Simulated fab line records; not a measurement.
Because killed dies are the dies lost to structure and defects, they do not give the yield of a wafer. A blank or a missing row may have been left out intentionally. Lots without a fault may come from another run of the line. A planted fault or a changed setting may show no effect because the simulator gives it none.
fab line records | flow nand-harc
record lots=6 wafers=18 last-day=31
route steps=1302 shown THIN_TSV@1256
lots that met no fault: taken from a fault-free run of the same line
start-h: the number of hours between the record's first day and the start of the first shown wafer of the lot | wait-h: hours from the lot's prior step to this one | " the same as in the row above | L1.1+2: a single row standing in for several wafers | - no value present, or no start provided | * or withheld: withheld | < > ~ a bound
route shown NAME@n: NAME is a module with steps in the file, n the number in the route of the first one | usual: average and standard deviation across the fault-free wafers | same: alike in all rows | chamber/n: place in a boat | sites: per-site readings | _std_site: how widely they spread, as a standard deviation | _edge_site: the outer-site mean with the inner-site mean subtracted | radius-mm: for every site, how far away it sits from the centre of the wafer | mask NAME#n: copy n | behind: the most recent tool/chamber to have shaped the wafer | hold: why the lot was held/for how many hours/how that ended | device: whichever transistor did not switch (one of n, p or np) | end of line: tests of these same wafers at the route's end | a step without rows: its recipe alone | killed: not the wafer's yield, but the dies lost to structure and defects at the first sort | map: a wafer's dies, x killed, . not, _ none there
set.NAME: the setting the step ran with; set.NAME@STEP: the setting that earlier step ran with | model.NAME: the simulator's own value behind a step, which no gauge read
lots at selected steps of the route; one table per step, one row per wafer
services: the hour from which a tool's chamber was out of use, counted from the record's first day as start-h (under 0 if before that day), plus the number of hours and why
## steps
# step NHARC_THIN_TSV_EXPOSE_09
# recipe na=0.55 dose-mj=30.7 mask-id=TSV
# step NHARC_THIN_TSV_PEB_10
# recipe peb-temp-c=118 peb-time-s=85
# step NHARC_THIN_TSV_DEVELOP_11
# recipe time-s=70
# step NHARC_THIN_TSV_CD_MEAS_12
# recipe target-cd-nm=1000 landing-energy-ev=500
# usual cd-nm=1000.2/2
# same landing-energy-ev=500
# columns lot.wafer tool chamber start-h wait-h cd-nm
L502.2 cd-sem-03 0 564.24 - 1000.3
L502.5 " 0 " " 999.6
L502.6 " 0 " " 1003.0
L507.1 cd-sem-01 0 583.85 - 999.3
L507.4 " 0 " " 997.8
L507.6 " 0 " " 999.9
L514.2 cd-sem-02 0 673.59 - 1003.7
L514.4 " 0 " " 1001.5
L514.5 " 0 " " 1001.6
L513.2 cd-sem-01 0 678.09 - 999.6
L513.3 " 0 " " 1002.5
L513.5 " 0 " " 999.5
L518.2 cd-sem-01 0 706.52 - 999.5
L518.3 " 0 " " 997.0
L518.6 " 0 " " 1001.4
L519.1 cd-sem-01 0 715.52 - 1001.2
L519.3 " 0 " " 1000.4
L519.6 " 0 " " 998.9
# step NHARC_THIN_TSV_HARDBAKE_13
# recipe temp-c=125 time-s=80
# step NHARC_THIN_TSV_DESCUM_14
# recipe time-s=3 o2-flow-sccm=200 ar-flow-sccm=0 bias-power-w=0 chemistry=O2
# usual drypump-motor-current-A=5.7/0.37 o2-flow-sccm=200.0/0.55 oes-product-au=1.004/0.0095 rf-vpp-V=57.7/0.88 showerhead-plenum-p-Torr=1.91/0.09 throttle-valve-pct=11.311/0.0091
# same bias-power-w=0
# columns lot.wafer tool chamber start-h wait-h drypump-motor-current-A o2-flow-sccm oes-product-au rf-hours-counter-h rf-vpp-V showerhead-plenum-p-Torr throttle-valve-pct
L502.2 rie-diel-09 2 564.41 - 6.2 200.6 1.009 3 57.8 2.01 11.324
L502.5 " 1 " " 5.2 198.7 0.997 - 56.8 1.97 11.322
L502.6 " 2 " " 6.1 200.2 1.012 - 58.6 2.01 11.308
L507.1 rie-diel-12 3 584.02 - 5.7 199.9 1.000 7 58.1 2.02 11.310
L507.4 " 1 " " 5.3 199.9 0.990 8 57.2 2.04 11.311
L507.6 " 3 " " 5.7 201.4 1.001 - 58.5 2.02 11.304
L514.4 rie-diel-09 1 673.76 - 5.2 200.6 1.002 8 57.4 1.97 11.315
L514.2 " 2 " " 6.2 200.6 1.017 8 58.1 2.01 11.308
L514.5 " 0 " " 6.4 200.3 1.014 - 58.8 1.96 11.318
L513.3 rie-diel-12 3 678.26 - 5.7 200.1 1.003 2 59.4 2.02 11.315
L513.2 " 0 " " 5.8 200.2 1.006 2 57.7 1.83 11.318
L513.5 " 3 " " 5.7 200.3 0.992 - 57.3 2.02 11.327
L518.2 rie-diel-12 0 706.67 - 5.9 199.4 0.995 3 57.3 1.83 11.292
L518.3 " 2 " " 5.4 199.8 1.017 3 57.0 1.79 11.320
L518.6 " 1 " " 5.4 200.4 1.015 - 59.4 2.04 11.302
L519.1 rie-diel-13 3 715.68 - 5.9 199.7 0.994 0 57.6 1.88 11.300
L519.3 " 1 " " 6.0 199.1 0.990 0 57.9 1.96 11.317
L519.6 " 3 " " 6.0 199.4 0.993 - 59.3 1.88 11.318
# step NHARC_THIN_TSV_ETCH_44
# recipe target-depth-a=15942 time-s=797.1 cf4-flow-sccm=150 o2-flow-sccm=10 ar-flow-sccm=0 rf-w=300 bias-w=800 chemistry=CF4/O2
# usual drypump-motor-current-A=5.7/0.38 o2-flow-sccm=10.00/0.032 oes-product-au=1.004/0.0088 rf-vpp-V=794/5.1 showerhead-plenum-p-Torr=1.83/0.083 throttle-valve-pct=16.915/0.0092
# columns lot.wafer tool chamber start-h wait-h drypump-motor-current-A o2-flow-sccm oes-product-au rf-hours-counter-h rf-vpp-V showerhead-plenum-p-Torr throttle-valve-pct
L502.2 rie-diel-09 2 564.66 0.2 6.2 10.01 1.008 3 799 1.92 16.917
L502.5 " 3 " " 5.9 9.96 1.017 - 798 1.93 16.917
L502.6 " 0 " " 6.4 9.98 1.000 - 796 1.88 16.899
L507.1 rie-diel-12 2 584.15 0.1 5.3 9.99 1.018 6 788 1.72 16.910
L507.4 " 3 " " 5.7 10.00 0.996 7 800 1.93 16.915
L507.6 " 1 " " 5.4 9.94 1.005 - 802 1.95 16.910
L514.2 rie-diel-09 1 673.83 0.1 5.2 10.04 1.004 8 799 1.88 16.919
L514.4 " 0 " " 6.4 10.05 1.020 9 797 1.87 16.914
L514.5 " 1 " " 5.2 9.95 1.000 - 798 1.88 16.913
L513.3 rie-diel-12 1 678.33 0.1 5.3 10.00 1.017 2 801 1.95 16.915
L513.2 " 0 " " 5.9 9.98 1.006 2 790 1.76 16.907
L513.5 " 2 " " 5.3 10.01 1.019 - 787 1.72 16.928
L518.2 rie-diel-12 2 706.76 0.1 5.3 9.98 1.017 3 788 1.72 16.916
L518.3 " 0 " " 5.8 10.02 0.997 3 787 1.75 16.926
L518.6 " 3 " " 5.7 10.07 1.010 - 800 1.93 16.917
L519.1 rie-diel-13 3 715.77 0.1 5.9 10.03 1.004 0 792 1.80 16.914
L519.3 " 1 " " 6.0 10.00 0.986 0 798 1.87 16.910
L519.6 " 0 " " 6.0 9.99 0.999 - 786 1.71 16.916
# step NHARC_THIN_TSV_ETCH_15
# recipe target-depth-a=30000 bosch-target-overetch-cycles=2 bosch-etch-step-s=2.8 bosch-dep-step-s=1.2 bosch-cycles=14
# usual drypump-motor-current-A=5.5/0.47
# columns lot.wafer tool chamber start-h wait-h drypump-motor-current-A rf-hours-counter-h
L502.2 rie-si-06 0 565.08 - 6.0 0.93
L502.5 " 2 " " 5.2 -
L502.6 " 3 " " 4.8 -
L507.4 rie-si-02 2 584.69 - 5.5 0.48
L507.1 " 3 " " 4.9 0.71
L507.6 " 1 " " 5.8 -
L514.2 rie-si-06 0 674.41 - 6.0 0.47
L514.4 " 2 " " 5.3 0.44
L514.5 " 1 " " 5.2 -
L513.3 rie-si-02 0 678.92 - 5.4 0.23
L513.2 " 1 " " 5.8 0.20
L513.5 " 0 " " 5.4 -
L518.3 rie-si-06 1 707.34 - 5.2 0.61
L518.2 " 2 " " 5.3 0.63
L518.6 " 0 " " 6.1 -
L519.3 rie-si-05 0 716.35 - 5.8 0.34
L519.1 " 1 " " 5.4 0.35
L519.6 " 3 " " 6.5 -
# step NHARC_THIN_TSV_CD_MEAS_16
# usual cd-nm=1000.1/2.1
# columns lot.wafer tool chamber start-h wait-h cd-nm
L502.2 cd-sem-01 - 565.20 0.1 999.8
L502.5 " - " " 999.5
L502.6 " - " " 1002.8
L507.1 cd-sem-02 - 584.80 0.1 999.3
L507.4 " - " " 997.5
L507.6 " - " " 1000.3
L514.2 cd-sem-03 - 674.55 0.1 1002.7
L514.4 " - " " 1001.9
L514.5 " - " " 1001.4
L513.2 cd-sem-01 - 679.05 0.1 999.3
L513.3 " - " " 1003.2
L513.5 " - " " 1000.2
L518.2 cd-sem-02 - 707.47 0.1 1000.0
L518.3 " - " " 996.8
L518.6 " - " " 1000.7
L519.1 cd-sem-02 - 716.50 0.1 1001.4
L519.3 " - " " 1000.1
L519.6 " - " " 998.5
# step NHARC_THIN_TSV_STRIP_45
# recipe power-w=1500 temp-c=250 chemistry=O2
# usual drypump-motor-current-A=5.7/0.8 heater-power-w=352/21
# columns lot.wafer tool chamber start-h wait-h drypump-motor-current-A heater-power-w rf-hours-counter-h
L502.2 plasma-asher-02 1 565.41 0.2 6.6 320 25
L502.6 " 0 " " 4.7 351 -
L502.5 " 1 " " 6.6 321 -
L507.1 plasma-asher-02 0 584.93 0.1 4.7 360 30
L507.4 " 0 " " 4.7 363 -
L507.6 " 1 " " 6.6 322 -
L514.2 plasma-asher-01 0 674.67 0.1 5.4 381 27
L514.4 " 1 " " 6.4 377 -
L514.5 " 0 " " 5.4 368 -
L513.2 plasma-asher-01 1 679.12 0.1 6.4 384 28
L513.3 " 0 " " 5.4 380 -
L513.5 " 1 " " 6.3 382 -
L518.2 plasma-asher-02 1 707.59 0.1 6.6 328 21
L518.3 " 0 " " 4.7 348 -
L518.6 " 1 " " 6.6 326 -
L519.1 plasma-asher-01 1 716.57 0.1 6.3 373 2
L519.3 " 1 " " 6.3 378 -
L519.6 " 1 " " 6.3 385 -
# step NHARC_THIN_TSV_STRIP_46
# recipe time-s=1200 temp-c=72.5 chemistry=post-etch-residue-remover
# step NHARC_THIN_TSV_DEP_47
# recipe target-thk-a=2000 temp-c=withheld pressure-torr=6.5 rf-w=900 teos-flow-sccm=161.4 flow-sccm=2650 target-thk-nm=200 gas=O2 material=SiO2
# usual throttle-valve-pct=15.8/0.34
# columns lot.wafer tool chamber start-h wait-h throttle-valve-pct
L502.2 pecvd-01 1 566.20 - 15.6
L502.5 " 1 " " 15.6
L502.6 " 2 " " 15.8
L507.1 pecvd-01 0 585.73 - 15.1
L507.4 " 2 " " 15.9
L507.6 " 0 " " 15.2
L514.2 pecvd-03 2 675.42 - 15.4
L514.5 " 2 " " 15.6
L514.4 " 1 " " 16.1
L513.2 pecvd-02 1 679.92 - 15.2
L513.3 " 2 " " 16.2
L513.5 " 2 " " 16.1
L518.2 pecvd-02 1 708.39 - 15.8
L518.3 " 2 " " 16.1
L518.6 " 2 " " 16.4
L519.3 pecvd-02 1 717.42 - 15.8
L519.1 " 2 " " 16.4
L519.6 " 0 " " 15.7
# step NHARC_THIN_TSV_ETCHBACK_48
# recipe target-depth-a=10285 over-etch-frac=0.3 time-s=405.17 ion-energy-ev=250 c4f8-flow-sccm=withheld ar-flow-sccm=withheld rf-w=600 bias-w=300 chemistry=C4F8/Ar
# usual oes-product-au=0.939/0.024 rf-vpp-V=548/3.6 run-length-s=426.4/0.5
# columns lot.wafer tool chamber start-h wait-h oes-product-au rf-hours-counter-h rf-vpp-V run-length-s
L502.2 rie-diel-13 0 566.64 - 0.933 2.3 540 426.8
L502.6 " 2 " " 0.926 - 547 426.2
L502.5 " 3 " " 0.930 - 547 426.5
L507.1 rie-diel-12 0 586.12 - 0.923 8.9 542 426.3
L507.4 " 1 " " 0.912 8.8 551 427.2
L507.6 " 0 " " 0.932 - 544 425.7
L514.2 rie-diel-13 1 675.82 - 0.930 9.7 549 312.7
L514.4 " 0 " " 0.923 10.1 541 312.4
L514.5 " 2 " " 0.936 - 549 313.0
L513.3 rie-diel-13 0 680.32 - 0.928 10.5 541 426.6
L513.2 " 3 " " 0.932 9.5 546 312.8
L513.5 " 1 " " 0.918 - 549 312.9
L518.2 rie-diel-09 2 708.78 - 0.913 0.7 550 426.8
L518.3 " 0 " " 0.933 1.8 549 425.9
L518.6 " 1 " " 0.910 - 549 427.0
L519.3 rie-diel-09 3 717.77 - 0.943 2.0 550 426.3
L519.1 " 0 " " 0.929 2.0 549 425.7
L519.6 " 0 " " 0.934 - 550 425.9
# step NHARC_THIN_TSV_STRIP_62
# recipe power-w=1500 temp-c=250 time-s=20 chemistry=N2/H2
## services
# columns tool chamber start-h hours kind
rie-diel-12 2 546.05 4.6 repair
pecvd-03 - 547.31 13.0 pm
rie-diel-12 - 566.82 0.9 repair
rie-diel-13 3 578.80 7.1 repair
pecvd-03 1 583.51 1.9 repair
pecvd-03 0 585.76 6.9 repair
pecvd-02 - 589.00 13.0 pm
plasma-asher-01 - 592.50 3.8 repair
rie-si-05 3 599.61 20.8 repair
rie-si-06 - 603.07 9.0 pm
plasma-asher-02 - 608.57 9.0 pm
pecvd-02 2 608.65 5.5 repair
rie-diel-12 3 614.54 14.1 repair
rie-diel-12 - 622.41 9.0 pm
rie-si-02 - 631.00 9.0 pm
plasma-asher-02 - 632.16 0.7 repair
rie-diel-12 1 648.93 7.2 repair
pecvd-01 - 673.03 13.0 pm
rie-diel-09 - 674.18 9.0 pm
rie-diel-09 2 694.48 4.7 repair
rie-si-02 1 694.94 10.2 repair
rie-diel-13 - 696.06 9.0 pm
plasma-asher-01 - 696.43 9.0 pm
rie-diel-09 - 703.67 0.4 repair
## key
first-sign step=NHARC_THIN_TSV_ETCHBACK_48 reading=run-length-s direction=down sigmas=99+ usual=* struck=*
effect none on later readings
met-at NHARC_THIN_TSV_ETCHBACK_48
struck-wafers L513.2,L513.5,L514.2,L514.4,L514.5
later-rows-left-out L513.2,L513.5,L514.2,L514.4,L514.5
sort-left-out L513.2,L513.5,L514.2,L514.4,L514.5
onset-between 566.64 675.82
fault kind=process-parameter-drift tool=rie-diel-13 chamber=- onset-h=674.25 steps=NHARC_THIN_TSV_ETCHBACK_48 channel=time-s offset=* shape=step end-h=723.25 scope=struck-wafers-only acts-in=* stated=*
# sort-left-out: the simulated sort isn't trusted on such a fault, so these wafers' sort isn't shown, and their yield isn't known
# later-rows-left-out: the simulator's readings of these wafers behind a module that went badly wrong aren't trusted and aren't shown, but for the sort
